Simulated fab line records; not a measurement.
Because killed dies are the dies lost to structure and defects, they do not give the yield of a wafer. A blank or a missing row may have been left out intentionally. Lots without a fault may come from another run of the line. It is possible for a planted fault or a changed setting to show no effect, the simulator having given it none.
Matching of chambers | flow nandHarc | 4 sister chambers for NHARC_A_CONTACT_DESCUM_74 on rieDiel-13
The step chemistry O2, time 3 s. 48 wafers are shown with their chamber, then 12 later ones without.

WAFERS, EACH WITH ITS CHAMBER
wafer  | chamber | drypumpMotorCurrentA (A) | showerheadPlenumPTorr (Torr) | oesProductAu (a.u.)
L074.3 | 0       | 5.1                      | 1.81                         | 0.993
L074.4 | 3       | 5.6                      | 1.99                         | 0.989
L074.5 | 3       | 5.6                      | 1.99                         | 0.997
L074.1 | 1       | 6.0                      | 1.94                         | 0.985
L074.2 | 2       | 6.2                      | 1.77                         | 1.006
L074.6 | 0       | 5.1                      | 1.81                         | 0.999
L075.1 | 1       | 6.0                      | 1.94                         | 0.991
L075.3 | 3       | 5.6                      | 1.99                         | 0.993
L075.6 | 0       | 5.1                      | 1.81                         | 0.999
L077.1 | 1       | 6.1                      | 1.93                         | 0.994
L077.3 | 2       | 6.2                      | 1.76                         | 1.006
L077.5 | 1       | 6.0                      | 1.93                         | 0.990
L079.1 | 0       | 5.1                      | 1.81                         | 0.984
L079.2 | 2       | 6.2                      | 1.76                         | 1.015
L079.6 | 0       | 5.1                      | 1.81                         | 0.993
L080.1 | 2       | 6.2                      | 1.76                         | 1.020
L080.4 | 0       | 5.1                      | 1.81                         | 0.999
L080.5 | 1       | 6.0                      | 1.93                         | 0.998
L081.2 | 0       | 5.1                      | 1.81                         | 0.985
L081.3 | 3       | 5.6                      | 1.99                         | 0.977
L081.4 | 1       | 6.0                      | 1.93                         | 0.984
L083.1 | 3       | 5.6                      | 1.99                         | 0.991
L083.3 | 2       | 6.2                      | 1.76                         | 1.004
L083.6 | 0       | 5.1                      | 1.81                         | 0.996
L083.2 | 0       | 5.1                      | 1.81                         | 0.999
L083.4 | 1       | 6.1                      | 1.93                         | 0.997
L083.5 | 3       | 5.6                      | 1.99                         | 0.994
L084.2 | 0       | 5.1                      | 1.81                         | 1.018
L084.4 | 1       | 6.0                      | 1.93                         | 1.009
L084.6 | 3       | 5.6                      | 1.99                         | 1.005
L088.1 | 1       | 6.1                      | 1.93                         | 1.000
L088.3 | 3       | 5.6                      | 1.98                         | 1.005
L088.6 | 1       | 6.0                      | 1.93                         | 1.002
L089.2 | 3       | 5.6                      | 1.98                         | 1.001
L089.3 | 0       | 5.1                      | 1.81                         | 1.005
L089.4 | 1       | 6.0                      | 1.93                         | 0.999
L092.1 | 2       | 6.2                      | 2.07                         | 1.017
L092.2 | 0       | 5.1                      | 1.81                         | 1.020
L092.3 | 1       | 6.0                      | 1.93                         | 1.007
L092.4 | 3       | 5.6                      | 1.98                         | 0.996
L092.5 | 3       | 5.6                      | 1.98                         | 0.996
L092.6 | 0       | 5.1                      | 1.81                         | 1.007
L090.1 | 3       | 5.6                      | 1.98                         | 0.992
L090.2 | 0       | 5.1                      | 1.81                         | 1.010
L090.5 | 0       | 5.1                      | 1.81                         | 1.007
L093.3 | 0       | 5.1                      | 1.81                         | 1.006
L093.4 | 3       | 5.6                      | 1.98                         | 0.993
L093.6 | 3       | 5.6                      | 1.98                         | 0.993

SIGNATURES, as means of the wafers listed above
reading               | chamber 0 | chamber 1 | chamber 2 | chamber 3 | scatter within a chamber
drypumpMotorCurrentA  | 5.100     | 6.025     | 6.200     | 5.600     | 0.0226
showerheadPlenumPTorr | 1.8100    | 1.9317    | 1.8133    | 1.9850    | 0.0425
oesProductAu          | 1.00125   | 0.99633   | 1.01133   | 0.99443   | 0.00841
Rule: for a wafer and a chamber, the distance is found by dividing, reading by reading, the gap between the wafer's reading and the chamber's mean by the reading's scatter, squaring, summing and taking the root. If the next closest chamber is less than 2 further off than the closest, the wafer can't be placed; otherwise it belongs to the closest. The scatter: the root of (the sum of the squares of (reading less its chamber's mean) over the shown wafers, divided by (wafers less chambers)).

WAFERS WITH NO CHAMBER GIVEN
wafer  | drypumpMotorCurrentA (A) | showerheadPlenumPTorr (Torr) | oesProductAu (a.u.)
L086.1 | 5.6                      | 1.98                         | 1.004
L086.2 | 6.0                      | 1.93                         | 0.999
L086.6 | 6.2                      | 2.07                         | 1.022
L096.1 | 6.0                      | 1.93                         | 1.000
L096.2 | 6.2                      | 2.07                         | 1.014
L096.4 | 5.1                      | 1.81                         | 1.004
L097.1 | 5.6                      | 1.98                         | 1.001
L097.4 | 6.0                      | 1.93                         | 1.005
L097.6 | 6.0                      | 1.93                         | 0.995
L097.2 | 5.1                      | 1.81                         | 0.997
L097.3 | 6.2                      | 2.07                         | 1.016
L097.5 | 6.2                      | 2.07                         | 1.025

WHICH CHAMBER EACH ONE RAN IN
wafer  | from the rows above | in truth
L086.1 | 3                   | 3
L086.2 | 1                   | 1
L086.6 | 2                   | 2
L096.1 | 1                   | 1
L096.2 | 2                   | 2
L096.4 | 0                   | 0
L097.1 | 3                   | 3
L097.4 | 1                   | 1
L097.6 | 1                   | 1
L097.2 | 0                   | 0
L097.3 | 2                   | 2
L097.5 | 2                   | 2
Correct placement for 12 of the 12. Number that these rows cannot place: 0. Number placed wrongly: 0.
